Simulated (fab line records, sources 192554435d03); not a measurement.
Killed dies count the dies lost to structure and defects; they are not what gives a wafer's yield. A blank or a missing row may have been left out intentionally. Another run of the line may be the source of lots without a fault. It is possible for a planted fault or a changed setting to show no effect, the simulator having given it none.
Matching of chambers | flow n5 finfet | 4 sister chambers for N5_BEOL_M11_ETCH_65 on rie diel-03
The step etches SiARC in CF4, target depth 39 nm, time 65 s. 4 wafers are shown with their chamber, then 8 later ones without.

## WAFERS WITH THEIR CHAMBER
wafer  | chamber | throttle valve pct (%)
L086.5 | 1       | 15.90
L085.1 | 0       | 15.53
L085.6 | 2       | 15.51
L088.1 | 3       | 15.17

## WAFERS WITH NO CHAMBER GIVEN
wafer  | throttle valve pct (%)
L088.3 | 15.53
L088.6 | 15.51
L091.1 | 15.93
L091.5 | 15.18
L091.6 | 15.55
L097.4 | 15.56
L097.5 | 15.21
L097.6 | 15.56

## WHICH CHAMBER EACH WENT THROUGH
wafer  | from the rows above     | in truth
L088.3 | can't be placed: 0 or 2 | 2
L088.6 | can't be placed: 2 or 0 | 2
L091.1 | 1                       | 1
L091.5 | 3                       | 3
L091.6 | can't be placed: 0 or 2 | 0
L097.4 | can't be placed: 0 or 2 | 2
L097.5 | 3                       | 3
L097.6 | can't be placed: 0 or 2 | 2
3 of 8 placed correctly. Cannot be placed on the basis of these rows: 5; the candidates contain the true chamber in 5. 0 placed wrongly.
How it was worked out, from the rows above alone: a wafer's distance from a chamber is the root of the sum, over the readings, of the square of ((its reading less the chamber's mean) divided by the reading's scatter). The wafer belongs to the nearest chamber; if the next one is less than 2 further off, it can't be placed. The mean given for a chamber averages the wafers shown for that chamber. The scatter (one wafer shown for each chamber): square how far every hidden wafer sits from the nearest shown wafer, average those squares and take the square root.
